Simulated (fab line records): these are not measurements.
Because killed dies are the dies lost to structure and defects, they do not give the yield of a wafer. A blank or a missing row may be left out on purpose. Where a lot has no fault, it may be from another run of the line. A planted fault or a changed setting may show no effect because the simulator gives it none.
fab line records	flow n5Finfet
[record] lots = 10	wafers = 30	lastDay = 17
route steps=1938 shown SPACER0@259 SD_EPI_N@278 SD_EPI_P@304 BEOL_M4@1111 PASSIVATION@1936
lots untouched by any fault: they come from a run of this same line in which no faults occurred
startH: the number of hours between the record's first day and the start of the first shown wafer of the lot	waitH: how many hours have passed since the lot's step before this one	" identical to the entry in the row above	L1.1+2: a row that stands for several wafers	- either no value or no given start	* or withheld: withheld	< > ~ a bound
route shown NAME@n: a module of which the file shows steps, and the number in the route of the first	usual: the fault-free wafers' mean and standard deviation	same: alike in all rows	chamber/n: place in a boat	sites: readings site by site	_std_site: how widely they spread, as a standard deviation	_edge_site: inner sites' mean taken away from outer sites' mean	radiusMm: how far each site lies from the wafer's centre	mask NAME#n: copy n	behind: the most recent tool/chamber to have shaped the wafer	hold: why the lot was held/for how many hours/how that ended	device: the n, p or np transistor that did not switch	end of line: tests of these same wafers at the route's end	where a step has no rows: the recipe by itself	killed: at the first sort, the dies lost to defects and structure; wafer yield is something else	map: a wafer's dies, marking killed ones x, the rest . and places with no die _
set.NAME: setting as actually run; set.NAME@STEP: the setting as run at that earlier step	model.NAME: the simulator's own value behind a step, which no gauge read
route steps across a sampled set of lots; one table per step, one row per wafer
services: when a tool's chamber went out of use (startH, in hours from the record's first day, below 0 if earlier), for how many hours, and the reason
[[steps]]
[step N5_SPACER0_ALD_00]
[recipe] material = SiOCN	targetThkA = 35	tempC = 400	aldPrecursorFamily = alkyl-aminosilane	aldCoReactant = O2/N2-plasma	pulseTimeS = 3	purgeTimeS = 2	coReactantPurgeTimeS = 2	aldCycles = 58	pressureTorr = 2
[usual] heaterPowerW = 900/86	precursorPulseHeightRel = 0.999/0.023
lot.wafer	tool	chamber	startH	waitH	heaterPowerW	precursorPulseHeightRel
L502.1	aldSin-03	2	55.86	0.1	1016	1.031
L502.4	"	3	"	"	900	1.014
L502.5	"	2	"	"	1013	0.998
L504.2	aldSin-04	0	65.73	0.1	1090	1.001
L504.3	"	1	"	"	854	0.981
L504.6	"	0	"	"	1083	1.005
L508.2	aldSin-01	2	91.10	0.1	865	1.004
L508.3	"	3	"	"	851	0.971
L508.6	"	1	"	"	1005	0.977
L510.2	aldSin-03	1	105.93	0.1	789	1.028
L510.3	"	2	"	"	989	0.968
L510.5	"	0	"	"	778	0.983
L512.1	aldSin-01	2	115.33	0.1	877	1.027
L512.4	"	0	"	"	906	0.998
L512.5	"	3	"	"	860	0.967
L515.4	aldSin-03	1	131.76	0.1	810	1.030
L515.5	"	3	"	"	913	0.995
L515.6	"	0	"	"	782	1.047
L517.4	aldSin-03	0	143.02	0.1	797	1.026
L517.5	"	2	"	"	985	1.000
L517.6	"	3	"	"	903	1.019
L522.2	aldSin-01	1	172.04	0.1	1008	1.027
L522.5	"	2	"	"	877	0.988
L522.6	"	3	"	"	840	0.996
L523.2	aldSin-03	1	182.09	0.1	801	1.023
L523.4	"	2	"	"	967	0.984
L523.5	"	2	"	"	989	0.984
L524.3	aldSin-03	1	188.03	0.1	799	1.039
L524.4	"	0	"	"	794	1.005
L524.5	"	3	"	"	906	1.012
[step N5_SD_EPI_N_ETCH_45]
[recipe] chemistry = CH3F/O2	target = SiOCN	targetDepthA = 60	maskMaterial = SOC	ionEnergyEv = 60	biasW = 29	pressureMtorr = 15	sourceW = 410	Ar_flow_sccm = 150	CH3F_flow_sccm = 30	O2_flow_sccm = 20
[usual] drypumpMotorCurrentA = 5.6/0.39	oesProductAu = 0.79/0.085	rfFwdPowerW = 408.3/1.3	rfVppV = 127.3/0.93	showerheadPlenumPTorr = 1.98/0.052	throttleValvePct = 23.31/0.24
lot.wafer	tool	chamber	startH	waitH	drypumpMotorCurrentA	oesProductAu	rfFwdPowerW	rfHoursCounterH	rfVppV	showerheadPlenumPTorr	throttleValvePct
L502.1	rieDiel-02	1	57.28	0.1	5.7	0.74	407.0	160	127.2	1.89	22.91
L502.4	"	0	"	"	5.9	0.75	407.5	187	127.3	2.07	23.04
L502.5	"	1	"	"	5.6	0.75	406.6	-	127.0	1.89	22.91
L504.2	rieDiel-06	3	67.15	0.1	5.5	0.94	410.9	19	128.4	1.97	23.30
L504.3	"	0	"	"	5.7	0.68	411.7	213	128.5	1.98	23.39
L504.6	"	3	"	"	5.5	0.95	410.3	-	126.5	1.97	23.31
L508.2	rieDiel-02	2	92.52	0.1	4.8	0.77	406.7	150	128.8	2.05	22.94
L508.3	"	3	"	"	5.2	0.92	407.6	20	126.3	1.96	23.47
L508.6	"	2	"	"	4.8	0.78	407.7	-	126.6	2.05	22.97
L510.2	rieDiel-04	0	107.23	0.1	6.1	0.74	409.3	188	128.8	2.06	23.25
L510.3	"	1	"	"	5.1	0.79	409.0	127	128.4	1.93	23.75
L510.5	"	3	"	"	5.5	0.81	408.2	-	128.1	1.96	23.49
L512.1	rieDiel-04	1	116.75	0.1	5.1	0.78	409.0	130	127.5	1.93	23.75
L512.4	"	0	"	"	6.1	0.73	410.5	191	128.5	2.06	23.27
L512.5	"	2	"	"	6.0	0.70	407.6	-	127.6	1.97	23.24
L515.4	rieDiel-02	3	133.16	0.1	5.2	0.90	409.3	34	127.1	1.95	23.50
L515.5	"	2	"	"	4.8	0.76	407.8	-	128.5	2.04	22.98
L515.6	"	3	"	"	5.2	0.90	408.4	-	127.1	1.95	23.48
L517.4	rieDiel-06	0	144.52	0.1	5.6	0.66	406.3	243	128.3	1.97	23.43
L517.5	"	2	"	"	5.5	0.73	406.4	-	127.1	1.98	23.58
L517.6	"	3	"	"	5.5	0.88	407.8	-	125.4	1.96	23.35
L522.2	rieDiel-02	1	173.82	0.1	5.7	0.72	407.9	198	126.0	1.88	22.97
L522.5	"	3	"	"	5.2	0.89	408.8	-	125.9	1.95	23.52
L522.6	"	0	"	"	5.9	0.71	407.5	-	127.5	2.05	23.09
L523.2	rieDiel-06	1	183.54	0.1	6.2	0.90	407.9	41	126.9	1.94	23.45
L523.4	"	2	"	"	5.5	0.74	408.4	-	127.3	1.98	23.58
L523.5	"	1	"	"	6.2	0.91	406.3	-	127.1	1.94	23.44
L524.3	rieDiel-06	1	189.93	0.1	6.1	0.90	408.6	44	127.0	1.94	23.44
L524.4	"	1	"	"	6.1	0.89	410.0	-	126.1	1.94	23.45
L524.5	"	2	"	"	5.5	0.73	407.5	-	128.0	1.98	23.57
[step N5_SD_EPI_N_PRECLEAN_49]
[recipe] chemistry = NF3:NH3	afsCycles = 1	tempC = 30	timeS = 20	sublimationTempC = 180	sublimationTimeS = 60	pressureTorr = 3	rfPowerW = 30
[usual] timeS = 20/0
lot.wafer	tool	chamber	startH	waitH	timeS
L502.1	remotePlasma-02	1	60.28	0.0	20
L502.4	"	1	"	"	20
L502.5	"	1	"	"	20
L504.2	remotePlasma-02	1	70.90	0.1	20
L504.3	"	1	"	"	20
L504.6	"	1	"	"	20
L508.2	remotePlasma-01	1	95.53	0.1	20
L508.3	"	1	"	"	20
L508.6	"	1	"	"	20
L510.2	remotePlasma-01	0	110.24	0.1	20
L510.3	"	0	"	"	20
L510.5	"	0	"	"	20
L512.1	remotePlasma-02	1	119.75	0.0	20
L512.4	"	1	"	"	20
L512.5	"	1	"	"	20
L515.4	remotePlasma-01	0	136.27	0.1	17.485
L515.5	"	0	"	"	20
L515.6	"	0	"	"	20
L517.4	remotePlasma-01	1	149.33	0.1	17.485
L517.5	"	1	"	"	20
L517.6	"	1	"	"	20
L522.2	remotePlasma-02	1	178.55	0.1	20
L522.5	"	1	"	"	20
L522.6	"	1	"	"	20
L523.2	remotePlasma-02	0	188.28	0.1	20
L523.4	"	0	"	"	20
L523.5	"	0	"	"	20
L524.3	remotePlasma-02	0	194.83	0.1	20
L524.4	"	0	"	"	20
L524.5	"	0	"	"	20
[step N5_SD_EPI_P_OVL_MEAS_10]
[recipe] pointsPerWafer = 44
[usual] SD_P_BLK_OVL = -0.4/0.66
[same] pointsPerWafer = 44
lot.wafer	tool	chamber	startH	waitH	SD_P_BLK_OVL[nm]
L502.1	overlay-01	0	61.64	0.0	-0.2
L502.4	"	0	"	"	-0.6
L502.5	"	0	"	"	-0.7
L504.2	overlay-02	0	71.75	0.0	-1.0
L504.3	"	0	"	"	-0.8
L504.6	"	0	"	"	-1.6
L508.2	overlay-01	0	96.60	0.0	0.4
L508.3	"	0	"	"	-0.4
L508.6	"	0	"	"	0.7
L510.2	overlay-02	0	111.85	0.0	0.0
L510.3	"	0	"	"	-0.3
L510.5	"	0	"	"	0.3
L512.1	overlay-01	0	120.70	0.0	-1.4
L512.4	"	0	"	"	-2.0
L512.5	"	0	"	"	-0.7
L515.4	overlay-01	0	137.87	0.0	0.3
L515.5	"	0	"	"	-0.2
L515.6	"	0	"	"	0.3
L517.4	overlay-01	0	150.01	0.0	0.8
L517.5	"	0	"	"	-0.5
L517.6	"	0	"	"	-0.2
L522.2	overlay-02	0	179.40	0.0	-0.9
L522.5	"	0	"	"	-0.3
L522.6	"	0	"	"	-0.6
L523.2	overlay-02	0	189.03	0.0	-0.6
L523.4	"	0	"	"	0.9
L523.5	"	0	"	"	-0.9
L524.3	overlay-01	0	195.62	0.0	-1.9
L524.4	"	0	"	"	0.6
L524.5	"	0	"	"	-0.8
[step N5_BEOL_M4_RC_MEAS_101]
[usual] DIBL_N = 37.3/2.3	DIBL_P = 37.4/2.9	IOFF_N = 0.18/0.045	IOFF_P = 0.25/0.054	ION_N = 679/15	ION_P = 468/9.7	SS_N = 71.8/0.62	SS_P = 73.6/0.76	VT_N = 248/4.1	VT_P = -248/3.6
lot.wafer	tool	chamber	startH	waitH	DIBL_N[mV/V]	DIBL_P[mV/V]	IOFF_N[nA/um]	IOFF_P[nA/um]	ION_N[uA/um]	ION_P[uA/um]	SS_N[mV/dec]	SS_P[mV/dec]	VT_N[mV]	VT_P[mV]
L502.1	prober-01	0	182.56	0.0	36.8	37.7	0.16	0.26	687	483	72.0	74.3	247	-246
L502.4	"	0	"	"	36.2	35.5	0.14	0.24	669	466	71.4	73.4	251	-245
L502.5	"	0	"	"	37.5	37.9	0.17	0.28	689	482	71.9	73.8	246	-246
L504.2	prober-01	0	189.22	0.2	37.0	38.6	0.17	0.24	697	480	71.6	72.8	247	-249
L504.3	"	0	"	"	32.8	32.4	0.09	0.14	651	450	71.4	71.4	259	-254
L504.6	"	0	"	"	34.7	35.2	0.12	0.18	666	459	71.6	72.1	253	-249
L508.2	prober-01	0	199.46	0.2	35.1	35.3	0.15	0.22	687	473	71.1	73.1	246	-248
L508.3	"	0	"	"	37.2	38.0	0.19	0.27	687	472	72.2	73.1	245	-245
L508.6	"	0	"	"	37.0	37.3	0.19	0.26	687	470	71.5	73.8	245	-247
L510.2	prober-02	0	218.02	0.2	39.1	39.9	0.21	0.28	685	467	71.8	74.1	245	-247
L510.3	"	0	"	"	38.3	37.7	0.19	0.24	680	461	71.5	72.9	248	-249
L510.5	"	0	"	"	41.6	44.0	0.27	0.34	706	480	73.0	75.6	244	-245
L512.1	prober-02	0	236.47	0.0	38.0	39.3	0.22	0.24	696	471	71.9	73.7	245	-251
L512.4	"	0	"	"	37.5	38.2	0.17	0.21	675	455	72.6	73.8	248	-253
L512.5	"	0	"	"	39.2	40.2	0.25	0.26	702	467	71.9	73.8	242	-247
L515.4	prober-01	0	242.36	0.5	38.6	39.5	0.19	0.26	668	457	72.1	74.2	248	-251
L515.5	"	0	"	"	37.7	38.2	0.17	0.25	683	469	72.4	73.5	248	-251
L515.6	"	0	"	"	35.2	35.6	0.12	0.21	647	448	72.0	74.0	253	-252
L517.4	prober-02	0	269.11	0.5	33.5	34.4	0.14	0.20	669	463	70.6	73.1	251	-249
L517.5	"	0	"	"	32.0	33.1	0.13	0.19	679	468	70.6	72.6	249	-250
L517.6	"	0	"	"	35.5	35.0	0.16	0.21	652	450	71.8	73.5	251	-253
L522.2	prober-02	0	295.89	0.2	40.7	41.8	0.23	0.30	679	467	72.8	73.9	244	-248
L522.5	"	0	"	"	35.8	35.6	0.14	0.20	662	462	71.7	73.1	252	-252
L522.6	"	0	"	"	39.5	41.2	0.22	0.28	677	464	73.2	74.6	246	-249
L523.2	prober-01	0	300.67	0.2	38.2	37.6	0.17	0.22	663	455	72.4	73.6	254	-252
L523.4	"	0	"	"	38.9	41.0	0.22	0.31	688	470	72.6	74.6	244	-246
L523.5	"	0	"	"	34.8	34.9	0.12	0.19	654	460	71.5	73.9	257	-251
L524.3	prober-02	0	301.76	0.3	38.2	36.8	0.19	0.30	680	476	71.5	73.7	246	-242
L524.4	"	0	"	"	37.2	36.0	0.18	0.26	681	468	71.3	73.0	246	-246
L524.5	"	0	"	"	34.7	33.0	0.13	0.21	675	472	71.0	72.6	251	-248
[step N5_PASSIVATION_PROBE_49]
[usual] defectLimitedYield = 91.3/1.5	killed_at_M0_to_M3 = 35/8.7	killed_at_M4_up = 14/5.5	killedAtContacts = 11/5.6	killedAtFrontEnd = 39/13	killedAtOther = 3.7/2.2	killedDies = 103/18	killedOpen = 69/14	killedShort = 33/7.8	sort_bin_5_function = 5.1/0.99	sort_bin_6_memory = 3.3/0.67	sort_bin_8_speed = 0.02/0.17	sortNPass = 1077/18	sortYieldPct = 91.2/1.5
[same] grossDies = 1180	killedAtBackSide = 0	sort_bin_4_leakage[%] = 0
lot.wafer	tool	chamber	startH	waitH	defectLimitedYield[%]	killed_at_M0_to_M3	killed_at_M4_up	killedAtContacts	killedAtFrontEnd	killedAtOther	killedDies	killedOpen	killedShort	sort_bin_5_function[%]	sort_bin_6_memory[%]	sort_bin_8_speed[%]	sortNPass	sortYieldPct[%]
L504.2	prober-01	-	281.91	0.1	89.2	25	13	12	74	4	128	89	39	6.4	4.2	0	1052	89.2
L504.3	prober-01	-	281.96	0.1	89.8	40	18	6	51	5	120	83	34	5.6	4.2	0.08	1059	89.7
L504.6	prober-01	-	282.11	0.3	90.8	45	8	12	40	3	108	70	36	5.6	3.3	0	1072	90.8
L502.1	prober-02	-	286.73	0.0	90.6	40	7	13	46	5	111	76	33	5.1	3.7	0	1069	90.6
L502.4	prober-02	-	286.88	0.2	90.6	37	16	10	43	5	111	73	37	5.3	3.8	0	1069	90.6
L502.5	prober-02	-	286.93	0.2	90.4	14	5	27	63	4	113	73	38	5.6	3.7	0	1067	90.4
L508.2	prober-01	-	302.85	0.1	92.1	36	9	8	34	6	93	58	34	5.1	2.3	0	1087	92.1
L508.3	prober-01	-	302.90	0.1	91.7	41	16	9	27	5	98	68	30	4.6	3.5	0	1082	91.7
L508.6	prober-01	-	303.05	0.3	92.2	27	20	6	32	7	92	66	25	4.6	3.1	0	1088	92.2
L510.2	prober-01	-	325.68	0.1	91.3	40	21	3	35	4	103	71	30	4.8	3.8	0	1077	91.3
L510.3	prober-01	-	325.73	0.1	90.4	38	16	6	50	3	113	73	33	5.5	3.6	0	1067	90.4
L510.5	prober-01	-	325.83	0.2	91.2	30	12	7	49	6	104	58	44	5.4	3.1	0	1076	91.2
L512.1	prober-02	-	350.42	0.0	94.1	31	7	13	18	1	70	46	24	3.8	1.9	0	1110	94.1
L512.4	prober-02	-	350.57	0.2	91.1	34	15	19	33	4	105	79	26	6.0	2.5	0	1075	91.1
L512.5	prober-02	-	350.62	0.2	93.5	34	4	10	28	1	77	44	33	3.6	2.5	0	1103	93.5
L515.4	prober-02	-	350.93	0.2	91.0	39	11	5	49	2	106	67	39	5.7	3.1	0	1074	91.0
L515.5	prober-02	-	350.98	0.2	91.9	33	5	13	42	2	95	67	27	5.2	2.4	0	1085	91.9
L515.6	prober-02	-	351.03	0.3	89.7	44	6	13	57	2	122	86	35	6.4	3.6	0	1058	89.7
L517.4	prober-01	-	377.76	0.2	90.8	44	15	16	30	3	108	66	41	5.8	2.9	0	1072	90.8
L517.5	prober-01	-	377.81	0.2	90.4	51	7	18	34	3	113	65	48	5.2	4.0	0	1067	90.4
L517.6	prober-01	-	377.86	0.3	91.9	35	21	10	25	5	96	63	32	4.8	3.0	0	1084	91.9
L524.3	prober-01	-	405.04	0.1	89.2	34	13	15	63	3	128	88	39	6.3	4.4	0	1052	89.2
L524.4	prober-01	-	405.09	0.2	91.2	31	19	8	45	1	104	65	36	5.4	2.9	0	1076	91.2
L524.5	prober-01	-	405.14	0.2	88.8	37	22	20	50	3	132	90	37	6.8	4.3	0	1048	88.8
L522.2	prober-01	-	413.45	0.1	90.9	31	18	18	39	1	107	77	26	5.2	3.6	0	1073	90.9
L522.5	prober-01	-	413.60	0.2	90.7	36	9	25	37	3	110	85	24	5.6	3.5	0	1070	90.7
L522.6	prober-01	-	413.65	0.3	93.3	30	8	12	29	0	79	44	34	3.2	3.1	0	1101	93.3
L523.2	prober-02	-	415.42	0.1	90.4	24	26	7	54	2	113	77	29	5.1	3.9	0	1067	90.4
L523.4	prober-02	-	415.52	0.2	90.8	27	11	7	61	2	108	74	32	5.8	3.1	0	1072	90.8
L523.5	prober-02	-	415.57	0.2	90.4	30	22	10	44	7	113	82	31	6.0	3.3	0	1067	90.4
// killed by level:class
L504.2 STI_FIN_REVEAL:geometricParticle:open=25 FIN_SAQP:geometricParticle:open=15 MOL_CONTACT_COAG:geometricParticle:open=9 BEOL_M0_SAQP:geometricParticle:short=9 BEOL_M0_SAQP:geometricParticle:open=8 FIN_SAQP:geometricParticle:short=7 STI_FIN_REVEAL:geometricParticle:short=6 GATE_CUT:geometricParticle:short=6
L504.3 STI_FIN_REVEAL:geometricParticle:open=18 BEOL_M3:geometricParticle:open=14 FIN_SAQP:geometricParticle:open=11 BEOL_M0_SAQP:geometricParticle:short=9 BEOL_M0_SAQP:geometricParticle:open=6 STI_FIN_REVEAL:geometricParticle:short=5 BEOL_M2:geometricParticle:open=5 MOL_CONTACT_COAG:geometricParticle:open=5
L504.6 BEOL_M0_SAQP:geometricParticle:open=18 BEOL_M0_SAQP:geometricParticle:short=12 MOL_CONTACT_COAG:geometricParticle:open=11 STI_FIN_REVEAL:geometricParticle:open=9 FIN_SAQP:geometricParticle:short=6 FIN_SAQP:geometricParticle:open=5 STI_FIN_REVEAL:geometricParticle:short=5 BEOL_M3:geometricParticle:open=5
L502.1 STI_FIN_REVEAL:geometricParticle:open=20 MOL_CONTACT_COAG:geometricParticle:open=12 BEOL_M0_SAQP:geometricParticle:short=10 FIN_SAQP:geometricParticle:short=7 BEOL_M1:geometricParticle:open=7 BEOL_M2:geometricParticle:open=7 FIN_SAQP:geometricParticle:open=5 BEOL_M3:geometricParticle:open=5
L502.4 BEOL_M2:geometricParticle:open=13 FIN_SAQP:geometricParticle:open=11 MOL_CONTACT_COAG:geometricParticle:open=10 BEOL_M0_SAQP:geometricParticle:open=9 BEOL_M4:geometricParticle:open=8 FIN_SAQP:geometricParticle:short=7 STI_FIN_REVEAL:geometricParticle:open=7 DUMMY_GATE:geometricParticle:open=5
L502.5 MOL_CONTACT_COAG:geometricParticle:open=20 STI_FIN_REVEAL:geometricParticle:open=16 FIN_SAQP:geometricParticle:short=13 FIN_SAQP:geometricParticle:open=11 MOL_CONTACT_COAG:geometricParticle:short=7 DUMMY_GATE:geometricParticle:open=6 GATE_CUT:geometricParticle:short=3 BEOL_M0_SAQP:geometricParticle:open=3
L508.2 DUMMY_GATE:geometricParticle:open=8 BEOL_M0_SAQP:geometricParticle:open=7 MOL_CONTACT_COAG:geometricParticle:open=7 FIN_SAQP:geometricParticle:open=6 BEOL_M0_SAQP:geometricParticle:short=6 BEOL_M2:geometricParticle:open=6 BEOL_M3:geometricParticle:open=6 DUMMY_GATE:geometricParticle:short=5
L508.3 BEOL_M0_SAQP:geometricParticle:open=11 BEOL_M2:geometricParticle:open=8 BEOL_M4:geometricParticle:open=7 DUMMY_GATE:geometricParticle:open=6 MOL_CONTACT_COAG:geometricParticle:open=6 BEOL_M3:geometricParticle:open=6 FIN_SAQP:geometricParticle:open=5 GATE_CUT:geometricParticle:short=4
L508.6 BEOL_M4:geometricParticle:open=10 BEOL_M0_SAQP:geometricParticle:open=8 STI_FIN_REVEAL:geometricParticle:open=6 MOL_CONTACT_COAG:geometricParticle:open=6 DUMMY_GATE:geometricParticle:open=5 BEOL_M3:geometricParticle:open=5 STARTING-WAFER:geometricParticle:short=4 GATE_CUT:geometricParticle:short=4
L510.2 BEOL_M2:geometricParticle:open=11 BEOL_M1:geometricParticle:open=9 BEOL_M4:geometricParticle:open=9 FIN_SAQP:geometricParticle:short=8 FIN_SAQP:geometricParticle:open=8 BEOL_M0_SAQP:geometricParticle:short=6 BEOL_M0:geometricParticle:open=5 DUMMY_GATE:geometricParticle:open=4
L510.3 BEOL_M3:geometricParticle:open=13 STI_FIN_REVEAL:geometricParticle:open=11 FIN_SAQP:geometricParticle:open=10 FIN_SAQP:geometricParticle:short=7 BEOL_M0_SAQP:geometricParticle:short=7 STARTING-WAFER:geometricParticle:short=7 DUMMY_GATE:geometricParticle:open=5 MOL_CONTACT_COAG:geometricParticle:open=5
L510.5 FIN_SAQP:geometricParticle:short=22 FIN_SAQP:geometricParticle:open=12 BEOL_M3:geometricParticle:open=9 MOL_CONTACT_COAG:geometricParticle:open=7 BEOL_M0_SAQP:geometricParticle:short=6 STI_FIN_REVEAL:geometricParticle:open=5 BEOL_M1:geometricParticle:open=5 BEOL_M0_SAQP:geometricParticle:open=4
L512.1 MOL_CONTACT_COAG:geometricParticle:open=12 BEOL_M0_SAQP:geometricParticle:short=7 BEOL_M1:geometricParticle:open=6 BEOL_M0:geometricParticle:open=5 BEOL_M3:geometricParticle:open=5 FIN_SAQP:geometricParticle:open=4 STI_FIN_REVEAL:geometricParticle:open=4 FIN_SAQP:geometricParticle:short=3
L512.4 MOL_CONTACT_COAG:geometricParticle:open=16 FIN_SAQP:geometricParticle:open=14 BEOL_M2:geometricParticle:open=11 FIN_SAQP:geometricParticle:short=9 BEOL_M0_SAQP:geometricParticle:open=9 BEOL_M4:geometricParticle:open=9 BEOL_M3:geometricParticle:open=5 MOL_CONTACT_COAG:geometricParticle:short=3
L512.5 FIN_SAQP:geometricParticle:open=9 BEOL_M0_SAQP:geometricParticle:short=9 FIN_SAQP:geometricParticle:short=8 BEOL_M0_SAQP:geometricParticle:open=8 MOL_CONTACT_COAG:geometricParticle:open=7 BEOL_M1:geometricParticle:open=5 MOL_CONTACT_COAG:geometricParticle:short=3 BEOL_M3:geometricParticle:open=3
L515.4 FIN_SAQP:geometricParticle:short=12 STI_FIN_REVEAL:geometricParticle:open=12 BEOL_M3:geometricParticle:open=9 FIN_SAQP:geometricParticle:open=8 BEOL_M0_SAQP:geometricParticle:short=8 BEOL_M0_SAQP:geometricParticle:open=8 BEOL_M2:geometricParticle:open=6 STI_FIN_REVEAL:geometricParticle:short=4
L515.5 FIN_SAQP:geometricParticle:open=10 STI_FIN_REVEAL:geometricParticle:open=10 MOL_CONTACT_COAG:geometricParticle:open=10 BEOL_M0_SAQP:geometricParticle:short=9 BEOL_M0_SAQP:geometricParticle:open=6 STI_FIN_REVEAL:geometricParticle:short=5 BEOL_M1:geometricParticle:open=5 BEOL_M2:geometricParticle:open=4
L515.6 STI_FIN_REVEAL:geometricParticle:open=21 BEOL_M2:geometricParticle:open=16 MOL_CONTACT_COAG:geometricParticle:open=12 BEOL_M0_SAQP:geometricParticle:short=11 DUMMY_GATE:geometricParticle:open=7 ILD0:geometricParticle:open=6 BEOL_M0_SAQP:geometricParticle:open=6 FIN_SAQP:geometricParticle:open=5
L517.4 MOL_CONTACT_COAG:geometricParticle:open=13 BEOL_M0_SAQP:geometricParticle:open=11 BEOL_M0_SAQP:geometricParticle:short=8 FIN_SAQP:geometricParticle:open=5 GATE_CUT:geometricParticle:short=5 BEOL_M1:geometricParticle:open=5 BEOL_M2:geometricParticle:short=5 BEOL_M4:geometricParticle:short=5
L517.5 BEOL_M0_SAQP:geometricParticle:short=17 MOL_CONTACT_COAG:geometricParticle:open=15 BEOL_M1:geometricParticle:open=9 GATE_CUT:geometricParticle:short=8 BEOL_M0_SAQP:geometricParticle:open=7 BEOL_M2:geometricParticle:open=7 STARTING-WAFER:geometricParticle:short=6 STARTING-WAFER:geometricParticle:open=4
L517.6 BEOL_M4:geometricParticle:open=16 BEOL_M0_SAQP:geometricParticle:short=9 MOL_CONTACT_COAG:geometricParticle:open=8 BEOL_M1:geometricParticle:open=7 BEOL_M0_SAQP:geometricParticle:open=6 STI_FIN_REVEAL:geometricParticle:open=5 GATE_CUT:geometricParticle:short=5 BEOL_M2:geometricParticle:open=4
L524.3 FIN_SAQP:geometricParticle:open=25 MOL_CONTACT_COAG:geometricParticle:open=14 STI_FIN_REVEAL:geometricParticle:open=13 FIN_SAQP:geometricParticle:short=12 BEOL_M0_SAQP:geometricParticle:open=12 BEOL_M3:geometricParticle:open=6 BEOL_M0_SAQP:geometricParticle:short=5 BEOL_M4:geometricParticle:open=5
L524.4 FIN_SAQP:geometricParticle:open=12 BEOL_M0_SAQP:geometricParticle:short=7 BEOL_M4:geometricParticle:open=7 MOL_CONTACT_COAG:geometricParticle:open=6 GATE_CUT:geometricParticle:short=5 BEOL_M0_SAQP:geometricParticle:open=5 BEOL_M0:geometricParticle:short=5 GATE_CUT:geometricParticle:open=4
L524.5 FIN_SAQP:geometricParticle:open=16 MOL_CONTACT_COAG:geometricParticle:open=15 FIN_SAQP:geometricParticle:short=12 BEOL_M0_SAQP:geometricParticle:open=11 BEOL_M4:geometricParticle:open=10 STI_FIN_REVEAL:geometricParticle:open=10 BEOL_M1:geometricParticle:open=7 BEOL_M0_SAQP:geometricParticle:short=5
L522.2 MOL_CONTACT_COAG:geometricParticle:open=16 BEOL_M4:geometricParticle:open=11 FIN_SAQP:geometricParticle:open=8 BEOL_M3:geometricParticle:open=8 BEOL_M2:geometricParticle:open=7 DUMMY_GATE:geometricParticle:open=5 GATE_CUT:geometricParticle:short=4 FIN_SAQP:geometricParticle:short=4
L522.5 MOL_CONTACT_COAG:geometricParticle:open=21 FIN_SAQP:geometricParticle:open=17 BEOL_M3:geometricParticle:open=11 BEOL_M2:geometricParticle:open=8 BEOL_M4:geometricParticle:open=6 FIN_SAQP:geometricParticle:short=5 SPACER0:geometricParticle:open=4 MOL_CONTACT_COAG:geometricParticle:short=4
L522.6 BEOL_M0_SAQP:geometricParticle:short=10 MOL_CONTACT_COAG:geometricParticle:open=8 BEOL_M3:geometricParticle:open=7 FIN_SAQP:geometricParticle:open=5 FIN_SAQP:geometricParticle:short=5 STARTING-WAFER:geometricParticle:short=5 STI_FIN_REVEAL:geometricParticle:open=4 MOL_CONTACT_COAG:geometricParticle:short=4
L523.2 FIN_SAQP:geometricParticle:open=20 BEOL_M4:geometricParticle:open=10 FIN_SAQP:geometricParticle:short=8 BEOL_M3:geometricParticle:open=7 MOL_CONTACT_COAG:geometricParticle:open=6 HKMG_FIN:areaEtch=5 STI_FIN_REVEAL:geometricParticle:open=4 BEOL_M2:geometricParticle:open=4
L523.4 STI_FIN_REVEAL:geometricParticle:open=29 DUMMY_GATE:geometricParticle:open=6 MOL_CONTACT_COAG:geometricParticle:open=6 BEOL_M1:geometricParticle:open=5 BEOL_M3:geometricParticle:open=5 BEOL_M3:geometricParticle:short=5 BEOL_M4:geometricParticle:open=5 STARTING-WAFER:geometricParticle:short=5
L523.5 BEOL_M4:geometricParticle:open=16 STI_FIN_REVEAL:geometricParticle:open=14 MOL_CONTACT_COAG:geometricParticle:open=10 FIN_SAQP:geometricParticle:open=9 GATE_CUT:geometricParticle:short=9 BEOL_M1:geometricParticle:open=9 BEOL_M0_SAQP:geometricParticle:short=7 BEOL_M0_SAQP:geometricParticle:open=6
[[services]]
tool	chamber	startH	hours	kind
rieDiel-06	0	57.42	4.3	repair
rieDiel-02	2	60.12	4.3	repair
rieDiel-06	1	61.97	-	clean
rieDiel-06	1	61.97	-	consumableReplace:focusRing
rieDiel-06	1	61.97	16.0	scheduledDown
rieDiel-06	1	61.97	16.0	ventCycle
rieDiel-04	3	69.58	3.5	repair
rieDiel-02	1	71.49	3.0	repair
aldSin-03	-	85.78	14.0	pm
aldSin-03	0	85.78	14.0	ventCycle
aldSin-03	1	85.78	14.0	ventCycle
aldSin-03	2	85.78	14.0	ventCycle
aldSin-03	3	85.78	14.0	ventCycle
aldSin-03	0	99.78	-	clean
aldSin-03	1	99.78	-	clean
aldSin-03	2	99.78	-	clean
aldSin-03	3	99.78	-	clean
aldSin-03	3	119.68	10.7	repair
rieDiel-06	2	148.52	29.0	repair
rieDiel-02	3	166.84	4.9	repair
aldSin-04	-	176.75	14.0	pm
rieDiel-02	-	177.25	2.8	pm
rieDiel-06	0	177.60	-	clean
rieDiel-04	2	179.58	5.0	repair
[[key]]
[firstSign] step = N5_SD_EPI_N_PRECLEAN_49	reading = timeS	direction = down	sigmas = 99+	usual = *	struck = *
effect none on later readings
metAt N5_SD_EPI_N_PRECLEAN_49
struckLots L515,L517
struckWafers L515.4,L517.4
notActingAt N5_SPACER0_ALD_00,N5_SD_EPI_N_ETCH_45,N5_SD_EPI_P_OVL_MEAS_10
onsetBetween 110.24 136.27
[fault] kind = processParameterDrift	tool = remotePlasma-01	chamber = -	onsetH = 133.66	steps = N5_SD_EPI_N_PRECLEAN_49	channel = timeS	offset = *	shape = step	endH = 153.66	scope = struckWafersOnly	actsIn = *	stated = *
